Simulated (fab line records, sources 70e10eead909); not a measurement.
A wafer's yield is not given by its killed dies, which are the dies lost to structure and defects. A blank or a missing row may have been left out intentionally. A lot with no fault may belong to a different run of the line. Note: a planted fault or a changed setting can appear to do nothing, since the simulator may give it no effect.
A struck lot beside a sound one    flow nand harc    17 out of 1302 route steps
Sound: the wafers L767.1, L767.3, L767.5. Struck: wafers L771.1, L771.3. (L771.5 of the same lot was not struck and is left out.) The cause comes at the end.
For every step that has rows: the tool of each side, followed by ch and its chambers, followed by its first start. Under that, the readings that differ: sound wafers    struck wafers    difference of the means    sigmas: that difference in standard deviations of wafers without a fault.
alike: words and numbers the same on both sides, and readings whose means are apart by under 2 such deviations; not compared: readings that were withheld, readings missing a value for some wafer, numbers with overlapping values and no deviation given by the record, and bounds like >300 which may hide the same value.
Wherever a step has rows on one side only, a row that says differs or no value, or a row with sigmas, the two part there. Numbers that have no deviation but don't overlap get no sigmas and don't part them. Lack of a reading on every wafer of one side parts them only where that side has two or more wafers.

NHARC_A_SGD_CUT_CD_MEAS_09: target cd 100 nm.
  sound on cd sem-02 ch 0, day 20 22:23; struck on cd sem-03 ch 0, day 22 17:30
  alike: cd nm
NHARC_A_SGD_CUT_OVL_MEAS_10:
  struck on overlay-02, day 22 17:35; sound on overlay-01, day 20 22:28
reading            sound           struck   difference  sigmas
overlay y nm (nm)  -1.6 -1.5 -1.4  1.2 1.4  +2.8        +3
  alike: overlay x nm
NHARC_A_SGD_CUT_INSPECT_11:
  struck on defect inspect-01, day 22 17:38; sound on defect inspect-02, day 20 22:30
  alike: raw defect count
then, 1 step without rows for these wafers: NHARC_A_SGD_CUT_DESCUM_14 (chemistry O2, time 3 s).
NHARC_A_SGD_CUT_ETCH_58: etches the open film in CF4, target depth 39 nm, time 65 s.
  sound on rie diel-03 ch 0,2, day 20 22:40; struck on rie diel-12 ch 0,3, day 22 17:47
  alike: drypump motor current A, oes product au, rf vpp V, showerhead plenum p Torr, throttle valve pct
  not compared: rf hours counter h
NHARC_A_SGD_CUT_ETCH_59: etches the open film in N2/H2, target depth 260 nm, time 406.25 s.
  sound: rie diel-03 ch 0,1,3; struck: rie diel-12 ch 1,3
  alike: drypump motor current A, oes product au, rf vpp V, showerhead plenum p Torr, throttle valve pct
  not compared: rf hours counter h
NHARC_A_SGD_CUT_ETCH_15: etches the open film in CH3F/O2, target depth 75 nm, time 64.3 s.
  sound: rie diel-03 ch 0,2; struck: rie diel-12 ch 2,3
  alike: drypump motor current A, oes product au, rf vpp V, showerhead plenum p Torr, throttle valve pct
  not compared: rf hours counter h
NHARC_A_SGD_CUT_ETCH_16: etches the open film in C4F8/O2/Ar, target depth 310.5 nm, time 155.2 s.
  sound: rie diel-03 ch 1,2; struck: rie diel-12 ch 0,3
  alike: oes product au, rf vpp V
  not compared: rf hours counter h
then, 1 step without rows for these wafers: NHARC_A_SGD_CUT_STRIP_60 (strips in C4F8/O2/Ar).
NHARC_A_SGD_CUT_STRIP_17: strips in O2.
  sound: rie diel-03 ch 2,3; struck: rie diel-12 ch 1,2
  alike: drypump motor current A, oes product au, rf vpp V, showerhead plenum p Torr, throttle valve pct
  not compared: rf hours counter h
then, 2 steps without rows for these wafers: NHARC_A_SGD_CUT_PRECLEAN_18 (cleans in SC1); NHARC_A_SGD_CUT_SRD_19.
NHARC_A_SGD_CUT_DEP_20: deposits SiO2, target thk 150 nm.
  sound on fcvd-01 ch 0,1, day 20 23:46; struck on fcvd-01 ch 0, day 22 18:50
  alike: susceptor temp C
then, 1 step without rows for these wafers: NHARC_A_SGD_CUT_ANNEAL_27 (time 1800 s).
NHARC_A_SGD_CUT_CMP_21: polishes, target thk 148.19 nm.
  sound on cmp-04 ch 0,2,3, day 21 04:05; struck on cmp-03 ch 2,3, day 22 23:38
reading                 sound           struck     difference  sigmas
time to endpoint s (s)  50.2 51.6 53.9  58.9 59.4  +7.2        +3
  alike: motor current A
NHARC_A_SGD_CUT_THK_MEAS_22: measures by ellipsometry.
  struck on film metro-02, day 22 23:50; sound on film metro-02, day 21 04:17
  alike: thk nm
next, for these wafers, 1 step has no rows: NHARC_END_SORT_01.

WHERE THEY PART
Earliest at NHARC_A_SGD_CUT_OVL_MEAS_10; latest, in this record, at NHARC_A_SGD_CUT_CMP_21. Later steps at which nothing parts them and some readings are alike: NHARC_A_SGD_CUT_THK_MEAS_22.

WHY: what had been put in by the simulator
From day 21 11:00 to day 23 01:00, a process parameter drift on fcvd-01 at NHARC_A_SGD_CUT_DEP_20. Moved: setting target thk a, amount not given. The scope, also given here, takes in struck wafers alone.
